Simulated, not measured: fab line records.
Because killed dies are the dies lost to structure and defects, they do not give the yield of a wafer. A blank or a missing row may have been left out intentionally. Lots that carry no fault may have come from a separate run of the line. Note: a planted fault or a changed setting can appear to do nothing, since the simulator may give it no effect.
What tool caused it? / flow n5-finfet / 29 wafers from 11 lots sampled at 5 of the route's 1938 steps

## WHAT THE GAUGES READ, wafer by wafer
N5_BEOL_M4_RC_MEAS_101. Usual: DIBL_N 36.0 mV/V, standard deviation 1.7; DIBL_P 36.2 mV/V, standard deviation 2.3; IOFF_N 0.16 nA/um, standard deviation 0.03; IOFF_P 0.21 nA/um, standard deviation 0.036; ION_N 679 uA/um, standard deviation 11; ION_P 465 uA/um, standard deviation 7.1; SS_N 71.4 mV/dec, standard deviation 0.58; SS_P 73.3 mV/dec, standard deviation 0.75; VT_N 249 mV, standard deviation 3.1; VT_P -251 mV, standard deviation 3.5.
lot=L255; measured=day 8 21:14; on=prober-01; DIBL_N (mV/V)=33.9 32.7 35.4; DIBL_P (mV/V)=33.3 31.5 35.5; IOFF_N (nA/um)=0.14 0.12 0.15; IOFF_P (nA/um)=0.19 0.17 0.21; ION_N (uA/um)=673 665 683; ION_P (uA/um)=461 459 467; SS_N (mV/dec)=71.0 70.9 70.4; SS_P (mV/dec)=73.1 72.2 72.8; VT_N (mV)=248 252 249; VT_P (mV)=-250 -253 -249; flag=
lot=L256; measured=day 9 03:38; on=prober-01; DIBL_N (mV/V)=35.6 35.3 34.7; DIBL_P (mV/V)=34.1 33.5 32.8; IOFF_N (nA/um)=0.13 0.13 0.12; IOFF_P (nA/um)=0.19 0.18 0.17; ION_N (uA/um)=674 663 664; ION_P (uA/um)=466 456 458; SS_N (mV/dec)=70.8 70.8 70.5; SS_P (mV/dec)=73.0 74.0 72.7; VT_N (mV)=251 251 250; VT_P (mV)=-250 -252 -253; flag=
lot=L258; measured=day 9 14:35; on=prober-01; DIBL_N (mV/V)=34.5 35.3 32.5; DIBL_P (mV/V)=36.6 36.7 32.8; IOFF_N (nA/um)=0.17 0.18 0.12; IOFF_P (nA/um)=0.26 0.25 0.18; ION_N (uA/um)=682 685 666; ION_P (uA/um)=477 473 460; SS_N (mV/dec)=70.6 71.1 70.1; SS_P (mV/dec)=72.9 72.7 71.6; VT_N (mV)=245 245 253; VT_P (mV)=-245 -245 -249; flag=
lot=L261; measured=day 9 22:29; on=prober-01; DIBL_N (mV/V)=34.2 36.1; DIBL_P (mV/V)=34.3 35.9; IOFF_N (nA/um)=0.13 0.17; IOFF_P (nA/um)=0.19 0.21; ION_N (uA/um)=670 683; ION_P (uA/um)=454 465; SS_N (mV/dec)=71.1 72.0; SS_P (mV/dec)=73.6 73.6; VT_N (mV)=251 249; VT_P (mV)=-250 -251; flag=
lot=L262; measured=day 9 18:01; on=prober-01; DIBL_N (mV/V)=37.9 38.0; DIBL_P (mV/V)=40.0 40.4; IOFF_N (nA/um)=0.17 0.19; IOFF_P (nA/um)=0.19 0.20; ION_N (uA/um)=677 688; ION_P (uA/um)=452 453; SS_N (mV/dec)=72.1 72.6; SS_P (mV/dec)=74.2 74.5; VT_N (mV)=251 248; VT_P (mV)=-259 -258; flag=
lot=L264; measured=day 11 11:17; on=prober-02; DIBL_N (mV/V)=36.8 38.4 36.1; DIBL_P (mV/V)=38.0 40.1 37.2; IOFF_N (nA/um)=0.16 0.21 0.16; IOFF_P (nA/um)=0.26 0.29 0.24; ION_N (uA/um)=673 687 685; ION_P (uA/um)=465 475 473; SS_N (mV/dec)=72.1 72.0 70.6; SS_P (mV/dec)=73.9 74.0 72.9; VT_N (mV)=251 247 247; VT_P (mV)=-247 -244 -249; flag=
lot=L266; measured=day 11 11:38; on=prober-01; DIBL_N (mV/V)=35.9 36.5 36.0; DIBL_P (mV/V)=35.8 36.3 35.3; IOFF_N (nA/um)=0.15 0.14 0.14; IOFF_P (nA/um)=0.22 0.21 0.21; ION_N (uA/um)=681 679 677; ION_P (uA/um)=470 469 469; SS_N (mV/dec)=71.1 71.9 71.3; SS_P (mV/dec)=73.0 73.3 73.0; VT_N (mV)=249 252 253; VT_P (mV)=-252 -250 -247; flag=
lot=L268; measured=day 11 20:20; on=prober-02; DIBL_N (mV/V)=36.4 35.0 39.0; DIBL_P (mV/V)=36.9 34.7 40.1; IOFF_N (nA/um)=0.16 0.14 0.22; IOFF_P (nA/um)=0.22 0.18 0.26; ION_N (uA/um)=679 657 684; ION_P (uA/um)=467 456 472; SS_N (mV/dec)=71.7 71.7 71.9; SS_P (mV/dec)=73.8 72.3 74.4; VT_N (mV)=252 252 246; VT_P (mV)=-250 -252 -248; flag=
lot=L271; measured=day 12 03:20; on=prober-01; DIBL_N (mV/V)=36.2 34.1 34.0; DIBL_P (mV/V)=35.9 33.0 33.6; IOFF_N (nA/um)=0.15 0.11 0.11; IOFF_P (nA/um)=0.17 0.14 0.15; ION_N (uA/um)=675 664 664; ION_P (uA/um)=463 456 462; SS_N (mV/dec)=70.9 71.0 70.4; SS_P (mV/dec)=73.1 72.5 71.6; VT_N (mV)=249 254 254; VT_P (mV)=-255 -258 -254; flag=
lot=L272; measured=day 12 16:41; on=prober-02; DIBL_N (mV/V)=36.6 36.5; DIBL_P (mV/V)=37.7 37.4; IOFF_N (nA/um)=0.15 0.15; IOFF_P (nA/um)=0.22 0.20; ION_N (uA/um)=672 681; ION_P (uA/um)=469 469; SS_N (mV/dec)=71.9 71.9; SS_P (mV/dec)=73.8 72.5; VT_N (mV)=249 249; VT_P (mV)=-250 -250; flag=
lot=L275; measured=day 14 02:05; on=prober-01; DIBL_N (mV/V)=38.5 37.8; DIBL_P (mV/V)=37.6 37.1; IOFF_N (nA/um)=0.20 0.19; IOFF_P (nA/um)=0.24 0.22; ION_N (uA/um)=696 703; ION_P (uA/um)=469 470; SS_N (mV/dec)=71.7 71.1; SS_P (mV/dec)=74.8 73.7; VT_N (mV)=245 245; VT_P (mV)=-247 -249; flag=

## WHAT TOOL EACH LOT RAN ON (gives the tool, then ch and the chambers of the sampled wafers, and finally the start)
lot=L255; N5_BEOL_M1_ANNEAL_89=pvd-sputter-03, day 7 16:37; N5_BEOL_M1_PRE_CLEAN_60=cvd-co-01 ch 1,2, day 7 18:16; N5_BEOL_M1_DEP_57=pecvd-02 ch 0,1,2, day 7 18:25; N5_BEOL_M2_ETCH_74=rie-diel-05 ch 1,2,3, day 7 20:28
lot=L256; N5_BEOL_M1_ANNEAL_89=pvd-sputter-01, day 7 18:15; N5_BEOL_M1_PRE_CLEAN_60=cvd-co-02 ch 0,1, day 7 19:52; N5_BEOL_M1_DEP_57=pecvd-02 ch 0,1, day 7 20:02; N5_BEOL_M2_ETCH_74=rie-diel-05 ch 0,2,3, day 7 21:07
lot=L258; N5_BEOL_M1_ANNEAL_89=pvd-sputter-01, day 7 22:43; N5_BEOL_M1_PRE_CLEAN_60=cvd-co-01 ch 0,1,2, day 8 00:22; N5_BEOL_M1_DEP_57=pecvd-02 ch 0,1,2, day 8 00:34; N5_BEOL_M2_ETCH_74=rie-diel-06 ch 1,2, day 8 04:52
lot=L261; N5_BEOL_M1_ANNEAL_89=pvd-sputter-02, day 8 05:21; N5_BEOL_M1_PRE_CLEAN_60=cvd-co-01 ch 1,2, day 8 06:56; N5_BEOL_M1_DEP_57=pecvd-02 ch 0,1, day 8 07:06; N5_BEOL_M2_ETCH_74=rie-diel-06 ch 0,2, day 8 08:09
lot=L262; N5_BEOL_M1_ANNEAL_89=pvd-sputter-03, day 8 06:16; N5_BEOL_M1_PRE_CLEAN_60=cvd-co-01 ch 0,2, day 8 07:54; N5_BEOL_M1_DEP_57=pecvd-01 ch 0,2, day 8 08:04; N5_BEOL_M2_ETCH_74=rie-diel-05 ch 0,1, day 8 10:36
lot=L264; N5_BEOL_M1_ANNEAL_89=pvd-sputter-01, day 9 19:45; N5_BEOL_M1_PRE_CLEAN_60=cvd-co-02 ch 0,2, day 9 21:23; N5_BEOL_M1_DEP_57=pecvd-04 ch 0,2, day 9 21:32; N5_BEOL_M2_ETCH_74=rie-diel-01 ch 0,1,3, day 9 22:23
lot=L266; N5_BEOL_M1_ANNEAL_89=pvd-sputter-01, day 10 03:52; N5_BEOL_M1_PRE_CLEAN_60=cvd-co-01 ch 0,1, day 10 05:30; N5_BEOL_M1_DEP_57=pecvd-01 ch 0,1, day 10 05:40; N5_BEOL_M2_ETCH_74=rie-diel-01 ch 1,2,3, day 10 07:40
lot=L268; N5_BEOL_M1_ANNEAL_89=pvd-sputter-03, day 10 05:38; N5_BEOL_M1_PRE_CLEAN_60=cvd-co-02 ch 0,1,2, day 10 07:15; N5_BEOL_M1_DEP_57=pecvd-02 ch 1,2, day 10 07:25; N5_BEOL_M2_ETCH_74=rie-diel-01 ch 0,1,3, day 10 10:32
lot=L271; N5_BEOL_M1_ANNEAL_89=pvd-sputter-03, day 10 16:26; N5_BEOL_M1_PRE_CLEAN_60=cvd-co-01 ch 0,1,2, day 10 18:49; N5_BEOL_M1_DEP_57=pecvd-01 ch 0,1,2, day 10 18:58; N5_BEOL_M2_ETCH_74=rie-diel-06 ch 1,2, day 10 20:55
lot=L272; N5_BEOL_M1_ANNEAL_89=pvd-sputter-02, day 10 23:56; N5_BEOL_M1_PRE_CLEAN_60=cvd-co-01 ch 1,2, day 11 01:35; N5_BEOL_M1_DEP_57=pecvd-04 ch 0,2, day 11 01:44; N5_BEOL_M2_ETCH_74=rie-diel-01 ch 0,2, day 11 03:16
lot=L275; N5_BEOL_M1_ANNEAL_89=pvd-sputter-01, day 12 04:21; N5_BEOL_M1_PRE_CLEAN_60=cvd-co-02 ch 1,2, day 12 06:00; N5_BEOL_M1_DEP_57=pecvd-02 ch 1,2, day 12 06:09; N5_BEOL_M2_ETCH_74=rie-diel-01 ch 0,1, day 12 09:35
- N5_BEOL_M1_ANNEAL_89: time 240 s.
- N5_BEOL_M1_PRE_CLEAN_60: time 15 s.
- N5_BEOL_M1_DEP_57: deposits SiCN from 3MS/NH3, target thk 8 nm, time 14 s.
- N5_BEOL_M2_ETCH_74: etches underlayer in N2/H2, target depth 6.5 nm, time 5.2 s.

## WHAT THE TOOLS THEMSELVES READ (means of the sampled wafers that have a number; where no wafer has one, the mark that the record gives instead)
N5_BEOL_M1_ANNEAL_89. Usual: heater-power-w 792 W, standard deviation 50.
lot=L255; tool=pvd-sputter-03; heater-power-w (W)=799; flag=
lot=L256; tool=pvd-sputter-01; heater-power-w (W)=784; flag=
lot=L258; tool=pvd-sputter-01; heater-power-w (W)=811; flag=
lot=L261; tool=pvd-sputter-02; heater-power-w (W)=722; flag=
lot=L262; tool=pvd-sputter-03; heater-power-w (W)=833; flag=
lot=L264; tool=pvd-sputter-01; heater-power-w (W)=778; flag=
lot=L266; tool=pvd-sputter-01; heater-power-w (W)=809; flag=
lot=L268; tool=pvd-sputter-03; heater-power-w (W)=774; flag=
lot=L271; tool=pvd-sputter-03; heater-power-w (W)=799; flag=
lot=L272; tool=pvd-sputter-02; heater-power-w (W)=803; flag=
lot=L275; tool=pvd-sputter-01; heater-power-w (W)=808; flag=

N5_BEOL_M1_PRE_CLEAN_60. Usual: heater-power-w 84 W, standard deviation 16.
lot=L255; tool=cvd-co-01; heater-power-w (W)=87; flag=
lot=L256; tool=cvd-co-02; heater-power-w (W)=99; flag=
lot=L258; tool=cvd-co-01; heater-power-w (W)=86; flag=
lot=L261; tool=cvd-co-01; heater-power-w (W)=90; flag=
lot=L262; tool=cvd-co-01; heater-power-w (W)=90; flag=
lot=L264; tool=cvd-co-02; heater-power-w (W)=63; flag=
lot=L266; tool=cvd-co-01; heater-power-w (W)=84; flag=
lot=L268; tool=cvd-co-02; heater-power-w (W)=78; flag=
lot=L271; tool=cvd-co-01; heater-power-w (W)=86; flag=
lot=L272; tool=cvd-co-01; heater-power-w (W)=88; flag=
lot=L275; tool=cvd-co-02; heater-power-w (W)=83; flag=

N5_BEOL_M1_DEP_57. Usual: showerhead-plenum-p-Torr 3.662 Torr, standard deviation 0.014; throttle-valve-pct 8.9 %, standard deviation 0.62.
lot=L255; tool=pecvd-02; showerhead-plenum-p-Torr (Torr)=3.668; throttle-valve-pct (%)=8.9; flag=
lot=L256; tool=pecvd-02; showerhead-plenum-p-Torr (Torr)=3.660; throttle-valve-pct (%)=9.0; flag=
lot=L258; tool=pecvd-02; showerhead-plenum-p-Torr (Torr)=3.666; throttle-valve-pct (%)=8.8; flag=
lot=L261; tool=pecvd-02; showerhead-plenum-p-Torr (Torr)=3.667; throttle-valve-pct (%)=9.0; flag=
lot=L262; tool=pecvd-01; showerhead-plenum-p-Torr (Torr)=3.657; throttle-valve-pct (%)=8.9; flag=
lot=L264; tool=pecvd-04; showerhead-plenum-p-Torr (Torr)=3.664; throttle-valve-pct (%)=8.9; flag=
lot=L266; tool=pecvd-01; showerhead-plenum-p-Torr (Torr)=3.643; throttle-valve-pct (%)=9.4; flag=
lot=L268; tool=pecvd-02; showerhead-plenum-p-Torr (Torr)=3.670; throttle-valve-pct (%)=8.9; flag=
lot=L271; tool=pecvd-01; showerhead-plenum-p-Torr (Torr)=3.643; throttle-valve-pct (%)=9.0; flag=
lot=L272; tool=pecvd-04; showerhead-plenum-p-Torr (Torr)=3.675; throttle-valve-pct (%)=8.7; flag=
lot=L275; tool=pecvd-02; showerhead-plenum-p-Torr (Torr)=3.672; throttle-valve-pct (%)=8.8; flag=

N5_BEOL_M2_ETCH_74. Usual: drypump-motor-current-A 5.7 A, standard deviation 0.41; etch-rf-on-time-s 5.15 s, standard deviation 0.1; oes-product-au 0.69 a.u., standard deviation 0.071; rf-vpp-V 524.4 V, standard deviation 2.4; showerhead-plenum-p-Torr 2.55 Torr, standard deviation 0.079; throttle-valve-pct 17.84 %, standard deviation 0.18.
lot=L255; tool=rie-diel-05; drypump-motor-current-A (A)=6.0; etch-rf-on-time-s (s)=5.11; oes-product-au (a.u.)=0.71; rf-vpp-V (V)=523.8; showerhead-plenum-p-Torr (Torr)=2.53; throttle-valve-pct (%)=17.95; flag=
lot=L256; tool=rie-diel-05; drypump-motor-current-A (A)=5.9; etch-rf-on-time-s (s)=5.03; oes-product-au (a.u.)=0.68; rf-vpp-V (V)=523.2; showerhead-plenum-p-Torr (Torr)=2.57; throttle-valve-pct (%)=17.86; flag=
lot=L258; tool=rie-diel-06; drypump-motor-current-A (A)=5.8; etch-rf-on-time-s (s)=5.31; oes-product-au (a.u.)=0.64; rf-vpp-V (V)=522.7; showerhead-plenum-p-Torr (Torr)=2.50; throttle-valve-pct (%)=17.87; flag=
lot=L261; tool=rie-diel-06; drypump-motor-current-A (A)=5.3; etch-rf-on-time-s (s)=5.16; oes-product-au (a.u.)=0.69; rf-vpp-V (V)=527.3; showerhead-plenum-p-Torr (Torr)=2.62; throttle-valve-pct (%)=17.91; flag=
lot=L262; tool=rie-diel-05; drypump-motor-current-A (A)=5.8; etch-rf-on-time-s (s)=5.21; oes-product-au (a.u.)=0.73; rf-vpp-V (V)=522.6; showerhead-plenum-p-Torr (Torr)=2.53; throttle-valve-pct (%)=17.75; flag=
lot=L264; tool=rie-diel-01; drypump-motor-current-A (A)=5.7; etch-rf-on-time-s (s)=5.15; oes-product-au (a.u.)=0.66; rf-vpp-V (V)=525.4; showerhead-plenum-p-Torr (Torr)=2.57; throttle-valve-pct (%)=17.83; flag=
lot=L266; tool=rie-diel-01; drypump-motor-current-A (A)=5.5; etch-rf-on-time-s (s)=5.12; oes-product-au (a.u.)=0.69; rf-vpp-V (V)=525.3; showerhead-plenum-p-Torr (Torr)=2.58; throttle-valve-pct (%)=17.82; flag=
lot=L268; tool=rie-diel-01; drypump-motor-current-A (A)=5.7; etch-rf-on-time-s (s)=5.17; oes-product-au (a.u.)=0.67; rf-vpp-V (V)=524.0; showerhead-plenum-p-Torr (Torr)=2.57; throttle-valve-pct (%)=17.82; flag=
lot=L271; tool=rie-diel-06; drypump-motor-current-A (A)=5.6; etch-rf-on-time-s (s)=5.25; oes-product-au (a.u.)=0.67; rf-vpp-V (V)=525.4; showerhead-plenum-p-Torr (Torr)=2.59; throttle-valve-pct (%)=17.81; flag=
lot=L272; tool=rie-diel-01; drypump-motor-current-A (A)=5.2; etch-rf-on-time-s (s)=4.38; oes-product-au (a.u.)=0.82; rf-vpp-V (V)=525.1; showerhead-plenum-p-Torr (Torr)=2.57; throttle-valve-pct (%)=17.69; flag=OFF
lot=L275; tool=rie-diel-01; drypump-motor-current-A (A)=5.8; etch-rf-on-time-s (s)=4.37; oes-product-au (a.u.)=0.77; rf-vpp-V (V)=524.3; showerhead-plenum-p-Torr (Torr)=2.54; throttle-valve-pct (%)=17.75; flag=OFF

## THE ANSWER, worked out from the rows above alone
Rule: a lot is off if the mean of its wafers that have a number lies more than 3 standard deviations from the usual mean. Also off: a lot with no number at a reading for which 4 or more lots have one. All remaining lots with rows at the step are treated as sound. Order of review: gauges by route order, followed by the tools' own readings, for which a lot's mean as printed above is used. At the first step where some lot is off, the reading lying furthest off is the one used; lots without a number count as furthest.
Off: L272, L275 (N5_BEOL_M2_ETCH_74, etch-rf-on-time-s).
A tool fits if, at that step or a process step before it, it ran every lot that is off, and no sound lot after the first of them. One fits: N5_BEOL_M2_ETCH_74 on rie-diel-01. A fault onset in the window from L268 (day 10 10:32, its last sound lot) to L272 (day 11 03:16, its first lot off) fits.
The tool's own readings at N5_BEOL_M2_ETCH_74 bear it out: on the lots that are off they differ by more than 5 times the standard deviation of the sound lots' means. etch-rf-on-time-s reads 4.38 s there against 5.17 s on the sound lots.

## WHAT THE SIMULATOR HAD INSERTED
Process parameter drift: rie-diel-01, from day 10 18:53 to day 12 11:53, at N5_BEOL_M2_ETCH_74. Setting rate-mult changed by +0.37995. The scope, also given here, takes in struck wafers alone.
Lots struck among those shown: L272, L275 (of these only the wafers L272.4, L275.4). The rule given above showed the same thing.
